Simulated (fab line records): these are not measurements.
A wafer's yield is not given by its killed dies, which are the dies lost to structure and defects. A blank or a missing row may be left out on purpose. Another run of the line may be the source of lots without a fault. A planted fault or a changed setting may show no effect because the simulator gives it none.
A single fault, viewed from 3 desks || flow n5-finfet || every desk sees just its own numbers, and what lay behind them comes last

== TOOL OWNER'S DESK, rie-si-06 ==
The tool's own readings at N5_FIN_SAQP_ETCH_65 (etches SiO2 in CF4, target depth 4 nm, time 4.4 s): means of the sampled wafers that have a number, for each lot that ran on this tool. If a lot's mean is further than 4 standard deviations from the usual mean, the lot is out of limits and carries the mark OUT (the distance appears in the brackets).
Columns: A = drypump-motor-current-A at N5_FIN_SAQP_ETCH_65, usual 5.6 A; B = oes-product-au at N5_FIN_SAQP_ETCH_65, usual 0.99 a.u.; C = throttle-valve-pct at N5_FIN_SAQP_ETCH_65, usual 21.76 %
{"lot": "L786", "first seen here": "day 3 06:10", "A": 5.4, "B": 1.02, "C": 21.67}
{"lot": "L793", "first seen here": "day 5 02:53", "A": 5.6, "B": 1.02, "C": 21.95}
{"lot": "L794", "first seen here": "day 5 09:21", "A": 5.4, "B": 1.03, "C": 21.68}
{"lot": "L796", "first seen here": "day 5 18:14", "A": 5.5, "B": 1.01, "C": 21.68}
{"lot": "L800", "first seen here": "day 6 18:10", "A": 5.5, "B": 1.01, "C": 21.80}
This desk's finding: nothing out of limits on any of the 5 lots.

== THE DEFECT DESK ==
What the inspections along the route counted, lot by lot: means of the sampled wafers that have a number. If a lot's mean is further than 4 standard deviations from the usual mean, the lot is out of limits and carries the mark OUT (the distance appears in the brackets).
Columns: A = raw-defect-count at N5_FIN_SAQP_INSPECT_40, usual 259; B = raw-defect-count at N5_FIN_CUT_INSPECT_10, usual 47; C = raw-defect-count at N5_FIN_CUT_INSPECT_17, usual 267
{"lot": "L781", "first seen here": "day 2 02:15", "A": 258, "B": 56, "C": 285}
{"lot": "L783", "first seen here": "day 2 14:15", "A": 183, "B": 34, "C": 182}
{"lot": "L785", "first seen here": "day 3 02:44", "A": 258, "B": 50, "C": 237}
{"lot": "L786", "first seen here": "day 3 08:08", "A": 324, "B": 52, "C": 324}
{"lot": "L793", "first seen here": "day 5 06:51", "A": 390, "B": 72, "C": 416}
{"lot": "L794", "first seen here": "day 5 11:30", "A": 278, "B": 43, "C": 298}
{"lot": "L796", "first seen here": "day 5 20:43", "A": 463, "B": "249 (+16) OUT", "C": 458}
{"lot": "L800", "first seen here": "day 6 20:23", "A": 389, "B": "239 (+15) OUT", "C": 379}
This desk's finding: out of limits on L796, L800; first on L796, day 5 21:06 (raw-defect-count at N5_FIN_CUT_INSPECT_10). In limits: L781, L783, L785, L786, L793, L794.

== FROM THE METROLOGY DESK ==
What the gauges read, lot by lot, whatever tool the lot ran on: means of the sampled wafers that have a number. If a lot's mean is further than 4 standard deviations from the usual mean, the lot is out of limits and carries the mark OUT (the distance appears in the brackets). Only the readings that lie furthest out on some lot appear, 7 of the 10 it has.
Columns: A = DIBL_N at N5_BEOL_M4_RC_MEAS_101, usual 36.4 mV/V; B = DIBL_P at N5_BEOL_M4_RC_MEAS_101, usual 36.2 mV/V; C = IOFF_N at N5_BEOL_M4_RC_MEAS_101, usual 0.159 nA/um; D = ION_N at N5_BEOL_M4_RC_MEAS_101, usual 670 uA/um; E = ION_P at N5_BEOL_M4_RC_MEAS_101, usual 459 uA/um; F = SS_N at N5_BEOL_M4_RC_MEAS_101, usual 71.5 mV/dec; G = VT_N at N5_BEOL_M4_RC_MEAS_101, usual 250 mV
{"lot": "L781", "first seen here": "day 8 20:48", "A": 36.3, "B": 37.4, "C": 0.156, "D": 668, "E": 455, "F": 71.3, "G": 250}
{"lot": "L783", "first seen here": "day 9 12:06", "A": 36.0, "B": 34.5, "C": 0.149, "D": 672, "E": 463, "F": 71.1, "G": 251}
{"lot": "L785", "first seen here": "day 9 19:52", "A": 35.6, "B": 36.5, "C": 0.169, "D": 676, "E": 462, "F": 71.3, "G": 247}
{"lot": "L786", "first seen here": "day 10 01:51", "A": 36.2, "B": 36.8, "C": 0.166, "D": 676, "E": 461, "F": 71.6, "G": 249}
{"lot": "L793", "first seen here": "day 12 08:26", "A": 36.3, "B": 34.2, "C": 0.140, "D": 663, "E": 460, "F": 71.3, "G": 252}
{"lot": "L794", "first seen here": "day 12 14:15", "A": 38.5, "B": 36.8, "C": 0.197, "D": 684, "E": 459, "F": 72.0, "G": 247}
{"lot": "L796", "first seen here": "day 12 21:51", "A": 36.0, "B": 35.6, "C": 0.139, "D": 656, "E": 452, "F": 71.1, "G": 252}
{"lot": "L800", "first seen here": "day 13 05:46", "A": 37.5, "B": 36.4, "C": 0.173, "D": 672, "E": 458, "F": 71.8, "G": 247}
This desk's finding: nothing out of limits on any of the 8 lots.

== PUT TOGETHER ==
The defect desk could have raised an alarm at day 5 21:06, on L796, L800.
The tool owner's desk saw nothing out of limits.
At the metrology desk, nothing out of limits was observed.
The tool owner's desk has L796, L800 on record, within its limits.
The metrology desk holds a record of L796, L800, inside its limits.
N5_FIN_SAQP_ETCH_65 was run on rie-si-06 by each of the lots named.

== WHAT WAS PUT IN BY THE SIMULATOR ==
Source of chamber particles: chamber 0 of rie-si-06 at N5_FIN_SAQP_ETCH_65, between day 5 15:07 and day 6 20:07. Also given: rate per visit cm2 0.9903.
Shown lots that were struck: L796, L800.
Hours from the fault's start to each desk's first reading out of limits: the defect desk, 6.
